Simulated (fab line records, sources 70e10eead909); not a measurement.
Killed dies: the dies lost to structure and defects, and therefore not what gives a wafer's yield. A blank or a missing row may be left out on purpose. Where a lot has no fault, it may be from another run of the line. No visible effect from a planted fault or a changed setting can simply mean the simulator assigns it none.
Comparing a struck lot with a sound one | flow nand_harc | 14 steps out of a route of 1302
Sound: wafers L144.2, L144.4, L144.6. The struck wafers were L158.1, L158.2, L158.4. Last of all comes the cause.
Each step with rows lists, per side, the tool, then ch with its chambers, then its first start. Under that, the readings that differ: sound wafers | struck wafers | difference of the means | sigmas: that difference in standard deviations of wafers without a fault.
alike: readings whose means differ by less than 2 such deviations, and words and numbers that are the same on both sides. not compared: withheld readings, readings that some wafer has no value for, bounds like >300 that may hide the same value, and numbers for which the record gives no deviation and whose values overlap.
Wherever a step has rows on one side only, a row that says differs or no value, or a row with sigmas, the two part there. Numbers that don't overlap but have no deviation are shown without sigmas and don't part them. A reading that every wafer of one side lacks parts them only if that side has two wafers or more.

NHARC_A_ONON_D2_INSPECT_32:
  sound on defect_inspect-02, day 13 16:06; struck on defect_inspect-02, day 19 13:49
  alike: raw_defect_count
NHARC_A_CHANNEL_HOLE_D2_DEP_00: deposits aC, target thk 3100 nm.
  sound on acl_dep-02 ch 0, day 13 16:29; struck on acl_dep-02 ch 0, day 19 14:36
  alike: throttle_valve_pct
NHARC_A_CHANNEL_HOLE_D2_DEP_01: deposits SiON, target thk 140 nm.
  sound on pecvd-01 ch 0,1,2, day 13 18:10; struck on pecvd-04 ch 1,2, day 19 16:34
  alike: chamber_pressure_Torr, heater_power_w
then, 9 steps without rows for these wafers: NHARC_A_CHANNEL_HOLE_D2_DEHYDRATE_02 (time 120 s); NHARC_A_CHANNEL_HOLE_D2_HMDS_03 (time 30 s); NHARC_A_CHANNEL_HOLE_D2_COAT_36 (time 75 s); NHARC_A_CHANNEL_HOLE_D2_COAT_37 (time 65 s); NHARC_A_CHANNEL_HOLE_D2_COAT_04 (resist thk 90 nm); NHARC_A_CHANNEL_HOLE_D2_SOFTBAKE_05 (time 55 s); NHARC_A_CHANNEL_HOLE_D2_EBR_06; NHARC_A_CHANNEL_HOLE_D2_EXPOSE_07 (exposes mask HOLE D2, target cd 100 nm); NHARC_A_CHANNEL_HOLE_D2_PEB_08 (peb time 65 s).
NHARC_A_CHANNEL_HOLE_D2_DEVELOP_09: develop time 35 s.
  sound on litho_track-04 ch 0, day 13 18:00; struck on litho_track-04, day 19 17:00
  no value came back on the struck wafers for chill_plate_temp_C (C), develop_time_s (s), developer_temp_C (C), exhaust_pa (Pa); on the sound wafers chill_plate_temp_C (C) reads 22.90 22.87 23.03
NHARC_A_CHANNEL_HOLE_D2_CD_MEAS_10: the cd target is 100 nm.
  sound on cd_sem-01 ch 0, day 13 18:50; struck on cd_sem-01 ch 0, day 19 17:08
  reading    | sound           | struck | difference                    | sigmas
  cd_nm (nm) | 99.0 99.9 100.5 | - - -  | no value on the struck wafers |

WHERE THEY PART
Last at NHARC_A_CHANNEL_HOLE_D2_CD_MEAS_10 as far as this record goes, first at NHARC_A_CHANNEL_HOLE_D2_DEVELOP_09.

WHY: what the simulator had put in
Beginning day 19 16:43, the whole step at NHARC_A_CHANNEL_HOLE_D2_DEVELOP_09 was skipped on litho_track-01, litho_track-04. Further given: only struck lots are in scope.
